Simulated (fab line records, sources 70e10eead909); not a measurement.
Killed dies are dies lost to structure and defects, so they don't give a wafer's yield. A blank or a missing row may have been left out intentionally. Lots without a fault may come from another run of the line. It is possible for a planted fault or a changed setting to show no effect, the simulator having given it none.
Chamber matching :: flow nandHarc :: NHARC_A_STAIRCASE_ETCH_230 on rieDiel-12: 4 sister chambers
The step etches the open film in C4F8/O2, target depth 100 nm, time 40.5 s. 18 wafers are shown with their chamber, then 9 later ones without.

## WAFERS, EACH WITH ITS CHAMBER
wafer: L577.1
chamber: 1
rfVppV (V): 893
oesProductAu (a.u.): 0.964

wafer: L577.5
chamber: 3
rfVppV (V): 894
oesProductAu (a.u.): 0.965

wafer: L577.6
chamber: 2
rfVppV (V): 894
oesProductAu (a.u.): 0.963

wafer: L579.2
chamber: 2
rfVppV (V): 895
oesProductAu (a.u.): 0.966

wafer: L579.4
chamber: 1
rfVppV (V): 892
oesProductAu (a.u.): 0.966

wafer: L579.5
chamber: 1
rfVppV (V): 893
oesProductAu (a.u.): 0.968

wafer: L580.3
chamber: 1
rfVppV (V): 892
oesProductAu (a.u.): 0.947

wafer: L580.4
chamber: 2
rfVppV (V): 894
oesProductAu (a.u.): 0.953

wafer: L580.6
chamber: 0
rfVppV (V): 890
oesProductAu (a.u.): 0.939

wafer: L581.4
chamber: 0
rfVppV (V): 887
oesProductAu (a.u.): 0.956

wafer: L581.5
chamber: 0
rfVppV (V): 888
oesProductAu (a.u.): 0.952

wafer: L581.6
chamber: 3
rfVppV (V): 894
oesProductAu (a.u.): 0.952

wafer: L584.2
chamber: 2
rfVppV (V): 893
oesProductAu (a.u.): 0.975

wafer: L584.3
chamber: 1
rfVppV (V): 891
oesProductAu (a.u.): 0.941

wafer: L584.4
chamber: 3
rfVppV (V): 894
oesProductAu (a.u.): 0.939

wafer: L585.1
chamber: 1
rfVppV (V): 893
oesProductAu (a.u.): 0.943

wafer: L585.4
chamber: 2
rfVppV (V): 893
oesProductAu (a.u.): 0.958

wafer: L585.5
chamber: 3
rfVppV (V): 893
oesProductAu (a.u.): 0.943

SIGNATURES (means of the wafers above)
reading: rfVppV
chamber 0: 888.33
chamber 1: 892.33
chamber 2: 893.80
chamber 3: 893.75
scatter within a chamber: 0.908

reading: oesProductAu
chamber 0: 0.94900
chamber 1: 0.95483
chamber 2: 0.96300
chamber 3: 0.94975
scatter within a chamber: 0.0107
Rule: a wafer's distance from a chamber is the root of the sum, over the readings, of the square of ((its reading less the chamber's mean) divided by the reading's scatter). If the next closest chamber is less than 2 further off than the closest, the wafer can't be placed; otherwise it belongs to the closest. The scatter: the root of (the sum of the squares of (reading less its chamber's mean) over the shown wafers, divided by (wafers less chambers)).

## WAFERS WHOSE CHAMBER IS MISSING
wafer: L588.1
rfVppV (V): 887
oesProductAu (a.u.): 0.965

wafer: L588.3
rfVppV (V): 893
oesProductAu (a.u.): 0.956

wafer: L588.4
rfVppV (V): 893
oesProductAu (a.u.): 0.960

wafer: L592.1
rfVppV (V): 893
oesProductAu (a.u.): 0.942

wafer: L592.2
rfVppV (V): 893
oesProductAu (a.u.): 0.925

wafer: L592.4
rfVppV (V): 889
oesProductAu (a.u.): 0.934

wafer: L591.1
rfVppV (V): 894
oesProductAu (a.u.): 0.979

wafer: L591.3
rfVppV (V): 892
oesProductAu (a.u.): 0.965

wafer: L591.5
rfVppV (V): 887
oesProductAu (a.u.): 0.971

## WHICH CHAMBER EACH ONE RAN IN
wafer: L588.1
from the rows above: 0
in truth: 0

wafer: L588.3
from the rows above: can't be placed: 1 or 3 or 2
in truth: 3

wafer: L588.4
from the rows above: can't be placed: 1 or 2 or 3
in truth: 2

wafer: L592.1
from the rows above: can't be placed: 3 or 1 or 2
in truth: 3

wafer: L592.2
from the rows above: can't be placed: 3 or 1 or 2
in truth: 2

wafer: L592.4
from the rows above: 0
in truth: 0

wafer: L591.1
from the rows above: can't be placed: 2 or 3 or 1
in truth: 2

wafer: L591.3
from the rows above: can't be placed: 1 or 2 or 3
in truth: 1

wafer: L591.5
from the rows above: 0
in truth: 0
Correctly placed: 3 of 9. These rows do not allow placing 6 (true chamber among the candidates in 6). Wrongly placed: 0.
